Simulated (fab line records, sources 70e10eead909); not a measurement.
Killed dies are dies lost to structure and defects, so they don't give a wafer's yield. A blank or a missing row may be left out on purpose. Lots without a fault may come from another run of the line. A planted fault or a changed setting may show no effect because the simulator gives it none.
fab line records | flow nand_harc
record lots=24 wafers=72 last_day=33
route steps=1302 shown P_M0@279 P_M1@295 P_M2@336
lots that met no fault: from a run of the same line without faults
start_h: hours from the record's first day to the start of the lot's first wafer shown | wait_h: hours since the lot's step before | " the same as in the row above | L1.1+2: a row that stands for several wafers | - no value, or no start given | * or withheld: withheld | < > ~ a bound
route shown NAME@n: a module of which the file shows steps, and the number in the route of the first | usual: mean/standard deviation of fault-free wafers | same: alike in all rows | chamber/n: place in a boat | sites: the reading at each site | _std_site: their standard deviation | _edge_site: outer sites' mean less inner sites' | radius_mm: how far each site lies from the wafer's centre | mask NAME#n: copy n | behind: the tool/chamber that last shaped the wafer | hold: why the lot was held/for how many hours/how that ended | device: the transistor (n, p or np) that didn't switch | end of line: the same wafers' tests at the end of the route | a step without rows: its recipe alone | killed: dies lost to structure and defects at the first sort, not the wafer's yield | map: a wafer's dies, x killed, . not, _ none there
set.NAME: the setting as run; set.NAME@STEP: as run at that earlier step | model.NAME: the simulator's own value behind a step, which no gauge read
steps of the route over a sample of lots; a table a step, a row a wafer
services: from which hour (start_h, from the record's first day; less than 0 if before it) a tool's chamber was out of use, for how many hours, and why
## steps
# step NHARC_P_M0_THK_MEAS_24
# recipe thk_meas_gauge=xrf
# usual thk_nm=117.9/1.5
# columns lot.wafer tool chamber start_h wait_h thk_nm
L074.2 film_metro-02 - 126.15 - 116.6
L074.3 " - " " 118.0
L074.5 " - " " 116.8
L075.1 film_metro-01 - 134.45 - 118.5
L075.4 " - " " 114.1
L075.6 " - " " 116.7
L076.2 film_metro-02 - 149.37 - 116.5
L076.4 " - " " 117.5
L076.5 " - " " 116.6
L077.1 film_metro-02 - 150.47 - 114.1
L077.2 " - " " 116.4
L077.5 " - " " 112.2
L078.2 film_metro-02 - 167.05 - 118.2
L078.5 " - " " 117.9
L078.6 " - " " 114.8
L079.3 film_metro-02 - 180.83 - 117.8
L079.4 " - " " 117.1
L079.5 " - " " 117.1
L080.2 film_metro-02 - 190.41 - 117.8
L080.3 " - " " 119.2
L080.5 " - " " 117.9
L081.2 film_metro-02 - 201.69 - 119.3
L081.4 " - " " 115.8
L081.5 " - " " 118.7
L082.2 film_metro-02 - 208.34 - 117.1
L082.5 " - " " 119.0
L082.6 " - " " 117.7
L083.1 film_metro-02 - 218.78 - 117.4
L083.4 " - " " 119.5
L083.6 " - " " 119.9
L084.1 film_metro-02 - 227.56 - 119.2
L084.3 " - " " 120.0
L084.6 " - " " 118.6
L085.3 film_metro-01 - 228.40 - 118.8
L085.4 " - " " 118.3
L085.5 " - " " 116.7
L086.3 film_metro-01 - 252.64 - 117.5
L086.4 " - " " 118.1
L086.6 " - " " 118.6
L087.1 film_metro-01 - 255.88 - 120.7
L087.2 " - " " 119.0
L087.6 " - " " 117.3
L088.1 film_metro-01 - 267.82 - 117.4
L088.4 " - " " 117.6
L088.5 " - " " 117.2
L089.1 film_metro-01 - 268.49 - 116.8
L089.2 " - " " 117.0
L089.5 " - " " 118.9
L090.1 film_metro-01 - 286.50 - 115.8
L090.3 " - " " 117.1
L090.4 " - " " 118.6
L091.2 film_metro-02 - 295.12 - 117.6
L091.5 " - " " 117.9
L091.6 " - " " 117.2
L092.1 film_metro-02 - 310.42 - 119.2
L092.2 " - " " 119.8
L092.3 " - " " 118.0
L093.2 film_metro-01 - 311.67 - 120.4
L093.3 " - " " 119.6
L093.5 " - " " 118.1
L094.1 film_metro-01 - 325.44 - 116.5
L094.4 " - " " 118.8
L094.5 " - " " 119.0
L095.1 film_metro-02 - 342.42 - 117.4
L095.4 " - " " 117.1
L095.5 " - " " 115.7
L096.1 film_metro-02 - 345.06 - 120.0
L096.5 " - " " 118.1
L096.6 " - " " 119.3
L097.1 film_metro-02 - 359.95 - 120.2
L097.3 " - " " 121.1
L097.4 " - " " 119.0
# step NHARC_P_M1_CD_MEAS_09
# recipe target_cd_nm=130 landing_energy_ev=500
# usual cd_nm=130.2/0.73
# columns lot.wafer tool chamber start_h wait_h cd_nm
L074.2 cd_sem-03 0 127.74 - 131.8
L074.3 " 0 " " 131.3
L074.5 " 0 " " 131.9
L075.1 cd_sem-03 0 135.98 - 130.7
L075.4 " 0 " " 130.1
L075.6 " 0 " " 129.7
L076.2 cd_sem-01 0 151.06 - 130.8
L076.4 " 0 " " 131.1
L076.5 " 0 " " 131.5
L077.1 cd_sem-03 0 152.07 - 129.7
L077.2 " 0 " " 129.2
L077.5 " 0 " " 129.4
L078.2 cd_sem-01 0 168.57 - 130.8
L078.5 " 0 " " 130.8
L078.6 " 0 " " 132.0
L079.3 cd_sem-01 0 182.39 - 130.3
L079.4 " 0 " " 129.8
L079.5 " 0 " " 129.8
L080.2 cd_sem-02 0 191.96 - 129.8
L080.3 " 0 " " 130.0
L080.5 " 0 " " 130.9
L081.2 cd_sem-01 0 203.11 - 131.0
L081.4 " 0 " " 130.9
L081.5 " 0 " " 130.9
L082.2 cd_sem-03 0 209.77 - 130.1
L082.5 " 0 " " 130.1
L082.6 " 0 " " 130.1
L083.1 cd_sem-01 0 220.35 - 129.8
L083.4 " 0 " " 130.2
L083.6 " 0 " " 130.6
L084.1 cd_sem-01 0 229.10 - 129.0
L084.3 " 0 " " 130.0
L084.6 " 0 " " 129.6
L085.3 cd_sem-01 0 229.94 - 129.3
L085.4 " 0 " " 129.5
L085.5 " 0 " " 129.0
L086.3 cd_sem-03 0 254.18 - 131.1
L086.4 " 0 " " 131.1
L086.6 " 0 " " 130.3
L087.1 cd_sem-03 0 257.43 - 130.2
L087.2 " 0 " " 130.1
L087.6 " 0 " " 129.9
L088.1 cd_sem-01 0 269.35 - 130.7
L088.4 " 0 " " 130.7
L088.5 " 0 " " 130.0
L089.1 cd_sem-01 0 270.02 - 129.3
L089.2 " 0 " " 129.3
L089.5 " 0 " " 129.7
L090.1 cd_sem-01 0 287.92 - 129.4
L090.3 " 0 " " 130.7
L090.4 " 0 " " 130.8
L091.2 cd_sem-01 0 296.54 - 129.8
L091.5 " 0 " " 130.7
L091.6 " 0 " " 130.0
L092.1 cd_sem-02 0 311.97 - 129.7
L092.2 " 0 " " 130.9
L092.3 " 0 " " 130.3
L093.2 cd_sem-03 0 313.11 - 130.0
L093.3 " 0 " " 130.5
L093.5 " 0 " " 130.4
L094.1 cd_sem-01 0 326.97 - 130.2
L094.4 " 0 " " 129.8
L094.5 " 0 " " 129.6
L095.1 cd_sem-03 0 343.85 - 129.4
L095.4 " 0 " " 130.0
L095.5 " 0 " " 129.6
L096.1 cd_sem-02 0 346.60 - 129.6
L096.5 " 0 " " 129.7
L096.6 " 0 " " 129.4
L097.1 cd_sem-02 0 361.52 - 129.5
L097.3 " 0 " " 129.5
L097.4 " 0 " " 128.7
# step NHARC_P_M1_ETCH_28
# recipe target_depth_a=300 over_etch_frac=0.3 time_s=72.99 ion_energy_ev=150 cf4_flow_sccm=50 n2_flow_sccm=100 ar_flow_sccm=150 rf_w=300 bias_w=100 chemistry=CF4/N2
# usual bias_w=100.0/0.32 drypump_motor_current_A=5.7/0.45 oes_product_au=1.001/0.0097 rf_vpp_V=313.7/2.3 showerhead_plenum_p_Torr=2.61/0.13 throttle_valve_pct=19.796/0.0092
# columns lot.wafer tool chamber start_h wait_h bias_w drypump_motor_current_A oes_product_au rf_hours_counter_h rf_vpp_V showerhead_plenum_p_Torr throttle_valve_pct
L074.2 rie_diel-12 0 - - 100.3 6.0 0.999 4 314.8 2.71 19.802
L074.3 " 1 " " 99.7 5.8 0.980 3 318.0 2.75 19.798
L074.5 " 1 " " 100.3 5.8 0.994 - 317.0 2.75 19.794
L075.4 rie_diel-13 2 - - 99.3 5.0 0.993 8 311.8 2.52 19.795
L075.1 " 0 " " 100.1 6.2 0.998 10 317.7 2.82 19.793
L075.6 " 2 " " 99.7 5.0 0.993 - 311.5 2.52 19.787
L076.2 rie_diel-13 3 - - 99.9 5.4 0.998 11 312.9 2.56 19.796
L076.4 " 3 " " 99.9 5.4 0.999 - 313.8 2.56 19.799
L076.5 " 2 " " 99.6 5.0 0.999 - 311.2 2.52 19.794
L077.1 rie_diel-13 3 - - 100.1 5.4 1.003 12 315.3 2.56 19.791
L077.2 " 0 " " 99.4 6.2 0.988 11 315.5 2.82 19.811
L077.5 " 0 " " 99.4 6.2 0.988 - 318.3 2.82 19.809
L078.2 rie_diel-12 1 - - 100.4 5.8 0.990 7 314.4 2.74 19.803
L078.6 " 1 " " 100.1 5.8 0.980 - 315.4 2.74 19.805
L078.5 " 2 " " 100.2 5.8 1.005 - 317.1 2.78 19.802
L079.4 rie_diel-13 2 - - 100.0 5.0 0.990 0 312.5 2.52 19.792
L079.3 " 3 " " 100.3 5.4 0.998 1 313.3 2.56 19.808
L079.5 " 0 " " 99.8 6.2 0.997 - 316.9 2.82 19.794
L080.2 rie_diel-13 1 - - 100.2 5.6 1.010 1 310.3 2.45 19.800
L080.3 " 2 " " 99.6 5.0 1.005 1 311.9 2.52 19.796
L080.5 " 1 " " 100.3 5.6 1.010 - 312.0 2.46 19.800
L081.4 rie_diel-13 3 - - 99.8 5.4 1.005 3 313.0 2.56 19.795
L081.2 " 1 " " 99.9 5.6 1.006 2 310.3 2.45 19.780
L081.5 " 3 " " 99.9 5.4 1.010 - 313.6 2.56 19.810
L082.2 rie_diel-12 0 - - 99.8 6.1 1.008 12 316.4 2.71 19.792
L082.6 " 1 " " 100.1 5.8 0.983 - 315.4 2.74 19.789
L082.5 " 2 " " 99.8 5.8 1.005 - 316.7 2.78 19.798
L083.4 rie_diel-13 3 - - 100.0 5.4 1.003 4 313.7 2.56 19.789
L083.1 " 2 " " 100.3 5.0 0.991 3 313.9 2.52 19.797
L083.6 " 0 " " 99.8 6.2 0.996 - 318.2 2.82 19.794
L084.1 rie_diel-07 1 - - 99.9 6.6 1.022 29 313.2 2.50 19.787
L084.3 " 3 " " 100.0 5.6 1.010 37 313.4 2.59 19.789
L084.6 " 1 " " 100.7 6.6 1.024 - 312.1 2.50 19.789
L085.3 rie_diel-07 2 - - 100.4 5.7 1.000 33 317.3 2.80 19.783
L085.4 " 3 " " 99.4 5.6 1.005 38 313.4 2.59 19.797
L085.5 " 0 " " 100.4 6.2 1.010 - 312.4 2.53 19.800
L086.4 rie_diel-07 3 - - 99.7 5.7 1.009 43 313.2 2.59 19.800
L086.3 " 0 " " 100.0 6.2 1.003 39 313.7 2.52 19.801
L086.6 " 3 " " 99.9 5.6 1.004 - 313.8 2.59 19.798
L087.2 rie_diel-13 3 - - 100.0 5.4 1.005 5 312.6 2.56 19.792
L087.1 " 0 " " 100.2 6.2 0.999 5 317.9 2.82 19.802
L087.6 " 1 " " 99.7 5.6 1.004 - 312.6 2.45 19.784
L088.1 rie_diel-13 2 - - 99.9 5.0 1.005 5 311.2 2.52 19.790
L088.5 " 2 " " 99.5 5.0 1.003 - 313.9 2.52 19.789
L088.4 " 1 " " 99.9 5.6 1.010 - 310.1 2.45 19.781
L089.2 rie_diel-13 1 - - 100.1 5.7 1.006 5 312.0 2.45 19.796
L089.1 " 2 " " 100.1 5.0 0.995 5 311.5 2.52 19.786
L089.5 " 3 " " 99.8 5.4 1.008 - 314.2 2.56 19.804
L090.1 rie_diel-07 3 - - 99.9 5.6 1.011 58 313.8 2.58 19.792
L090.4 " 0 " " 100.8 6.2 0.993 53 311.7 2.52 19.798
L090.3 " 1 " " 100.3 6.7 1.015 52 310.5 2.49 19.802
L091.2 rie_diel-13 1 - - 99.8 5.6 1.010 7 311.9 2.45 19.792
L091.5 " 1 " " 100.3 5.6 1.017 - 313.9 2.45 19.793
L091.6 " 2 " " 99.9 5.0 1.002 - 313.0 2.52 19.809
L092.1 rie_diel-12 2 - - 100.0 5.8 1.003 3 316.6 2.78 19.805
L092.3 " 3 " " 100.0 6.1 0.995 3 313.0 2.50 19.776
L092.2 " 0 " " 100.0 6.0 0.993 3 314.2 2.71 19.803
L093.3 rie_diel-13 2 - - 99.8 5.0 0.988 8 312.4 2.51 19.799
L093.2 " 1 " " 99.7 5.6 0.996 8 310.8 2.45 19.798
L093.5 " 2 " " 99.9 5.0 0.999 - 311.5 2.51 19.816
L094.4 rie_diel-12 3 - - 100.5 6.1 0.998 5 311.5 2.50 19.807
L094.1 " 1 " " 100.0 5.8 0.978 5 314.8 2.74 19.798
L094.5 " 2 " " 100.4 5.8 1.000 - 315.8 2.78 19.809
L095.1 rie_diel-12 3 - - 100.2 6.1 1.011 6 311.5 2.50 19.781
L095.4 " 1 " " 99.8 5.8 0.993 6 316.4 2.74 19.782
L095.5 " 3 " " 99.3 6.1 1.015 - 312.7 2.50 19.811
L096.1 rie_diel-07 3 - - 100.0 5.6 0.999 21 313.2 2.57 19.790
L096.5 " 0 " " 100.3 6.2 0.993 - 311.9 2.51 19.802
L096.6 " 1 " " 99.9 6.6 0.996 - 312.6 2.48 19.800
L097.1 rie_diel-13 2 - - 100.2 5.0 0.976 0 310.3 2.51 19.791
L097.4 " 3 " " 100.0 5.4 1.018 0 313.8 2.56 19.795
L097.3 " 1 " " 100.5 5.6 1.002 0 310.8 2.45 19.799
# step NHARC_P_M1_ANNEAL_31
# recipe temp_c=225 time_s=90
# usual wafer_temp_C_max=226.3/0.49
# columns lot.wafer tool chamber start_h wait_h wafer_temp_C_max
L074.2 rtp_anneal-01 0 129.73 0.3 226.5
L074.3 " 0 " " 226.5
L074.5 " 0 " " 226.5
L075.1 rtp_anneal-01 0 137.95 0.3 226.0
L075.4 " 0 " " 226.4
L075.6 " 0 " " 227.3
L076.2 rtp_anneal-01 0 153.06 0.4 227.0
L076.4 " 0 " " 226.4
L076.5 " 0 " " 226.5
L077.1 rtp_anneal-02 0 154.12 0.3 225.7
L077.2 " 0 " " 225.6
L077.5 " 0 " " 225.7
L078.2 rtp_anneal-01 0 170.57 0.4 226.6
L078.5 " 0 " " 226.9
L078.6 " 0 " " 226.4
L079.3 rtp_anneal-01 0 184.44 - 226.8
L079.4 " 0 " " 227.3
L079.5 " 0 " " 226.9
L080.2 rtp_anneal-01 0 193.94 - 227.3
L080.3 " 0 " " 226.3
L080.5 " 0 " " 227.0
L081.2 rtp_anneal-02 0 205.11 0.3 225.7
L081.4 " 0 " " 225.9
L081.5 " 0 " " 226.0
L082.2 rtp_anneal-01 0 211.77 0.3 226.6
L082.5 " 0 " " 227.2
L082.6 " 0 " " 226.5
L083.1 rtp_anneal-02 0 222.28 - 225.6
L083.4 " 0 " " 225.6
L083.6 " 0 " " 226.0
L084.1 rtp_anneal-02 0 231.04 - 225.6
L084.3 " 0 " " 225.6
L084.6 " 0 " " 226.2
L085.3 rtp_anneal-02 0 231.98 0.3 225.7
L085.4 " 0 " " 225.8
L085.5 " 0 " " 225.8
L086.3 rtp_anneal-01 0 256.23 0.3 226.6
L086.4 " 0 " " 226.8
L086.6 " 0 " " 226.4
L087.1 rtp_anneal-02 0 259.37 0.3 225.8
L087.2 " 0 " " 226.2
L087.6 " 0 " " 225.8
L088.1 rtp_anneal-01 0 271.42 - 226.2
L088.4 " 0 " " 226.5
L088.5 " 0 " " 226.5
L089.1 rtp_anneal-02 0 272.09 - 225.8
L089.2 " 0 " " 226.3
L089.5 " 0 " " 225.6
L090.1 rtp_anneal-01 0 289.86 - 226.2
L090.3 " 0 " " 226.3
L090.4 " 0 " " 226.7
L091.2 rtp_anneal-01 0 298.54 0.3 227.1
L091.5 " 0 " " 226.8
L091.6 " 0 " " 226.4
L092.1 rtp_anneal-01 0 313.92 - 226.5
L092.2 " 0 " " 226.6
L092.3 " 0 " " 227.9
L093.2 rtp_anneal-01 0 315.10 0.4 226.6
L093.3 " 0 " " 226.6
L093.5 " 0 " " 227.0
L094.1 rtp_anneal-02 0 328.91 0.3 226.1
L094.4 " 0 " " 225.8
L094.5 " 0 " " 225.9
L095.1 rtp_anneal-01 0 345.79 - 226.8
L095.4 " 0 " " 226.4
L095.5 " 0 " " 226.5
L096.1 rtp_anneal-01 0 348.55 0.3 226.7
L096.5 " 0 " " 226.6
L096.6 " 0 " " 226.7
L097.1 rtp_anneal-02 0 363.47 0.3 225.7
L097.3 " 0 " " 225.5
L097.4 " 0 " " 226.0
# step NHARC_P_M2_ETCH_28
# recipe target_depth_a=300 over_etch_frac=0.3 time_s=72.99 ion_energy_ev=150 cf4_flow_sccm=50 n2_flow_sccm=100 ar_flow_sccm=150 rf_w=300 bias_w=100 chemistry=CF4/N2
# usual bias_w=100.0/0.32 drypump_motor_current_A=5.7/0.43 oes_product_au=1.002/0.01 rf_vpp_V=314.5/2 showerhead_plenum_p_Torr=2.65/0.11 throttle_valve_pct=19.794/0.0086
# columns lot.wafer tool chamber start_h wait_h bias_w drypump_motor_current_A oes_product_au rf_hours_counter_h rf_vpp_V showerhead_plenum_p_Torr throttle_valve_pct
L074.3 rie_diel-09 2 - - 100.4 5.3 1.008 6.7 315.4 2.75 19.798
L074.2 " 3 " " 100.2 6.1 1.000 8.2 315.7 2.68 19.801
L074.5 " 1 " " 99.5 5.4 1.002 - 313.6 2.65 19.808
L075.1 rie_diel-03 2 - - 99.9 5.8 1.010 1.3 316.4 2.78 19.798
L075.4 " 3 " " 100.1 5.2 1.010 1.4 313.7 2.63 19.798
L075.6 " 0 " " 99.8 6.0 0.996 - 315.4 2.65 19.803
L076.4 rie_diel-03 0 - - 100.0 6.0 0.986 1.7 314.1 2.65 19.803
L076.2 " 2 " " 100.3 5.8 0.994 2.2 317.1 2.78 19.784
L076.5 " 0 " " 99.5 6.0 0.994 - 315.2 2.65 19.778
L077.1 rie_diel-09 2 - - 99.6 5.3 0.990 0.1 317.6 2.75 19.804
L077.2 " 1 " " 100.3 5.4 1.000 0.2 313.7 2.65 19.783
L077.5 " 3 " " 100.1 6.1 1.000 - 314.4 2.68 19.797
L078.2 rie_diel-08 2 - - 99.9 6.0 1.005 6.5 315.7 2.72 19.809
L078.6 " 2 " " 99.9 6.0 1.006 - 315.8 2.72 19.798
L078.5 " 3 " " 99.7 6.7 0.995 - 310.5 2.47 19.789
L079.3 rie_diel-03 2 - - 100.0 5.8 0.999 3.2 317.5 2.78 19.799
L079.4 " 3 " " 100.0 5.2 1.000 3.8 312.9 2.63 19.794
L079.5 " 2 " " 99.9 5.8 0.984 - 315.5 2.78 19.792
L080.2 rie_diel-03 1 - - 100.2 5.4 0.999 3.9 312.5 2.52 19.786
L080.3 " 2 " " 100.1 5.8 0.997 3.5 316.2 2.78 19.792
L080.5 " 1 " " 99.8 5.4 1.008 - 311.7 2.52 19.780
L081.4 rie_diel-03 0 - - 99.8 6.0 0.990 3.9 314.4 2.65 19.798
L081.2 " 1 " " 100.1 5.4 0.998 4.3 312.4 2.52 19.782
L081.5 " 3 " " 100.5 5.2 0.997 - 313.5 2.63 19.792
L082.2 rie_diel-03 2 - - 100.2 5.8 0.993 4.9 318.9 2.78 19.812
L082.5 " 1 " " 100.0 5.4 1.011 - 311.4 2.52 19.793
L082.6 " 2 " " 100.3 5.8 0.993 - 317.2 2.78 19.783
L083.4 rie_diel-03 0 - - 100.4 6.0 0.998 4.6 315.2 2.65 19.788
L083.1 " 2 " " 99.3 5.8 0.997 5.2 316.4 2.78 19.785
L083.6 " 0 " " 100.1 6.0 1.000 - 313.8 2.65 19.796
L084.3 rie_diel-03 0 - - 100.4 6.0 1.007 5.6 314.2 2.65 19.794
L084.1 " 2 " " 100.0 5.8 1.003 5.8 317.0 2.78 19.800
L084.6 " 1 " " 99.9 5.4 1.030 - 311.9 2.52 19.803
L085.4 rie_diel-03 1 - - 100.0 5.4 1.010 6.6 311.8 2.52 19.780
L085.3 " 2 " " 100.2 5.8 1.009 5.9 316.4 2.78 19.783
L085.5 " 1 " " 100.3 5.4 1.012 - 311.0 2.52 19.808
L086.3 rie_diel-08 3 - - 100.1 6.7 1.014 3.7 311.4 2.46 19.801
L086.4 " 0 " " 100.3 5.1 1.011 3.6 311.4 2.48 19.778
L086.6 " 2 " " 99.6 6.0 1.011 - 315.6 2.71 19.792
L087.2 rie_diel-08 0 - - 100.0 5.1 1.007 3.8 310.5 2.48 19.801
L087.1 " 1 " " 100.1 6.0 1.000 3.6 316.4 2.82 19.794
L087.6 " 3 " " 100.1 6.7 1.020 - 312.6 2.46 19.804
L088.4 rie_diel-09 3 - - 100.7 6.1 0.993 5.0 313.2 2.68 19.791
L088.1 " 0 " " 100.0 5.6 1.017 4.9 316.6 2.75 19.796
L088.5 " 2 " " 100.1 5.3 1.001 - 316.5 2.74 19.791
L089.2 rie_diel-09 1 - - 100.1 5.4 0.994 5.2 314.3 2.64 19.796
L089.1 " 0 " " 100.0 5.6 1.016 5.0 316.2 2.75 19.781
L089.5 " 2 " " 100.0 5.3 0.992 - 315.2 2.75 19.789
L090.1 rie_diel-08 0 - - 100.4 5.1 0.992 4.6 312.2 2.48 19.791
L090.3 " 2 " " 100.2 6.0 1.001 4.5 316.2 2.71 19.810
L090.4 " 3 " " 100.1 6.7 1.000 5.0 314.5 2.46 19.800
L091.2 rie_diel-09 2 - - 99.4 5.3 1.002 5.9 317.6 2.74 19.791
L091.5 " 0 " " 99.8 5.6 1.027 - 315.6 2.75 19.777
L091.6 " 1 " " 100.1 5.4 0.998 - 314.3 2.64 19.792
L092.1 rie_diel-03 2 - - 99.5 5.8 0.993 3.0 316.2 2.77 19.791
L092.2 " 3 " " 99.5 5.2 1.002 2.7 314.3 2.62 19.798
L092.3 " 0 " " 100.5 6.0 1.005 3.2 315.3 2.65 19.808
L093.2 rie_diel-09 0 - - 100.6 5.6 1.009 7.0 317.2 2.75 19.810
L093.3 " 2 " " 99.7 5.3 0.996 6.3 315.1 2.74 19.805
L093.5 " 3 " " 100.3 6.1 0.995 - 314.7 2.68 19.774
L094.4 rie_diel-08 2 - - 100.0 6.0 1.008 6.6 317.0 2.71 19.788
L094.1 " 0 " " 100.0 5.0 1.004 6.7 312.5 2.48 19.799
L094.5 " 3 " " 100.1 6.7 1.006 - 311.3 2.46 19.806
L095.4 rie_diel-08 3 - - 100.0 6.7 1.021 8.5 311.6 2.46 19.811
L095.1 " 0 " " 99.9 5.1 1.006 7.7 311.7 2.48 19.798
L095.5 " 3 " " 99.9 6.7 1.014 - 311.0 2.46 19.785
L096.1 rie_diel-03 0 - - 99.5 5.9 1.003 5.1 314.3 2.65 19.788
L096.6 " 2 " " 100.5 5.8 0.992 - 316.0 2.77 19.801
L096.5 " 3 " " 100.0 5.2 0.988 - 314.6 2.62 19.789
L097.3 rie_diel-03 0 - - 100.3 6.0 0.990 5.6 313.4 2.65 19.793
L097.1 " 1 " " 99.9 5.4 1.004 4.3 313.1 2.52 19.790
L097.4 " 3 " " 99.8 5.1 0.977 5.6 313.8 2.62 19.806
# step NHARC_P_M2_DEP_33
# recipe target_thk_a=300 temp_c=370 target_thk_nm=30 pressure_torr=3 flow_sccm=200 rf_w=450 material=SiCN
# usual heater_power_w=546/79
# columns lot.wafer tool chamber start_h wait_h heater_power_w since_wet_clean_h
L074.3 pecvd-04 0 134.84 0.1 480 34
L074.2 " 1 " " 566 34
L074.5 " 1 " " 553 -
L075.1 pecvd-04 2 143.04 0.1 456 42
L075.6 " 0 " " 552 -
L075.4 " 2 " " 451 -
L076.2 pecvd-02 1 158.15 0.1 558 99
L076.4 " 0 " " 580 -
L076.5 " 1 " " 548 -
L077.2 pecvd-02 1 159.27 0.1 545 100
L077.1 " 2 " " 522 100
L077.5 " 1 " " 531 -
L078.2 pecvd-02 2 175.51 0.1 471 116
L078.6 " 0 " " 684 -
L078.5 " 1 " " 538 -
L079.3 pecvd-04 0 189.32 0.1 496 88
L079.5 " 1 " " 554 -
L079.4 " 2 " " 412 -
L080.3 pecvd-02 2 203.05 0.1 509 144
L080.2 " 0 " " 677 144
L080.5 " 0 " " 689 -
L081.2 pecvd-01 1 210.26 0.1 436 67
L081.5 " 2 " " 628 -
L081.4 " 0 " " 590 -
L082.2 pecvd-01 0 216.97 0.1 630 74
L082.5 " 2 " " 620 -
L082.6 " 1 " " 488 -
L083.1 pecvd-04 1 227.41 0.1 624 126
L083.6 " 0 " " 556 -
L083.4 " 2 " " 415 -
L084.1 pecvd-01 2 236.14 0.1 558 93
L084.3 " 1 " " 409 93
L084.6 " 2 " " 557 -
L085.3 pecvd-04 0 236.91 0.1 551 136
L085.4 " 0 " " 539 -
L085.5 " 1 " " 631 -
L086.3 pecvd-02 0 261.32 0.1 640 21
L086.6 " 1 " " 530 -
L086.4 " 2 " " 562 -
L087.1 pecvd-04 2 264.47 0.1 394 163
L087.2 " 1 " " 602 163
L087.6 " 1 " " 604 -
L088.1 pecvd-02 2 276.45 0.1 480 36
L088.4 " 2 " " 491 -
L088.5 " 0 " " 697 -
L089.1 pecvd-01 2 277.68 0.1 552 135
L089.2 " 1 " " 429 135
L089.5 " 2 " " 555 -
L090.1 pecvd-04 0 294.98 0.1 523 13
L090.3 " 1 " " 574 13
L090.4 " 2 " " 453 -
L091.2 pecvd-02 1 303.79 0.1 581 64
L091.5 " 1 " " 594 -
L091.6 " 2 " " 557 -
L092.1 pecvd-04 0 319.04 0.1 418 37
L092.3 " 1 " " 598 37
L092.2 " 2 " " 453 37
L093.2 pecvd-02 0 320.18 0.1 694 80
L093.3 " 1 " " 629 80
L093.5 " 2 " " 482 -
L094.1 pecvd-01 2 333.98 0.1 636 10
L094.4 " 1 " " 442 -
L094.5 " 2 " " 661 -
L095.1 pecvd-01 2 350.91 0.1 587 27
L095.4 " 0 " " 631 -
L095.5 " 1 " " 498 -
L096.1 pecvd-02 2 353.71 0.1 585 114
L096.5 " 2 " " 587 -
L096.6 " 1 " " 544 -
L097.1 pecvd-04 1 368.78 0.1 505 86
L097.3 " 0 " " 529 86
L097.4 " 0 " " 530 -
## services
# columns tool chamber start_h hours kind
rie_diel-08 3 114.04 5.4 repair
rie_diel-12 1 115.01 2.6 repair
rie_diel-13 1 119.90 3.2 repair
pecvd-01 - 130.00 13.0 pm
rie_diel-08 - 142.06 0.6 repair
pecvd-04 2 145.47 6.3 repair
rie_diel-13 1 151.81 5.0 repair
rie_diel-13 1 158.69 1.7 repair
rie_diel-03 2 161.14 6.3 repair
rie_diel-13 - 165.00 9.0 pm
rie_diel-03 0 166.98 2.3 repair
rie_diel-13 - 194.85 1.1 repair
pecvd-02 - 227.19 13.0 pm
rie_diel-03 2 237.21 3.6 repair
rie_diel-13 0 266.45 15.9 repair
pecvd-04 - 269.45 13.0 pm
pecvd-02 2 277.93 7.5 repair
rie_diel-03 - 281.32 9.0 pm
rie_diel-03 1 296.91 6.0 repair
rie_diel-13 2 303.14 3.7 repair
rie_diel-13 0 328.72 4.0 repair
rie_diel-13 - 342.00 9.0 pm
pecvd-02 0 352.36 3.4 repair
rie_diel-13 2 368.03 3.2 repair
## key
fault none
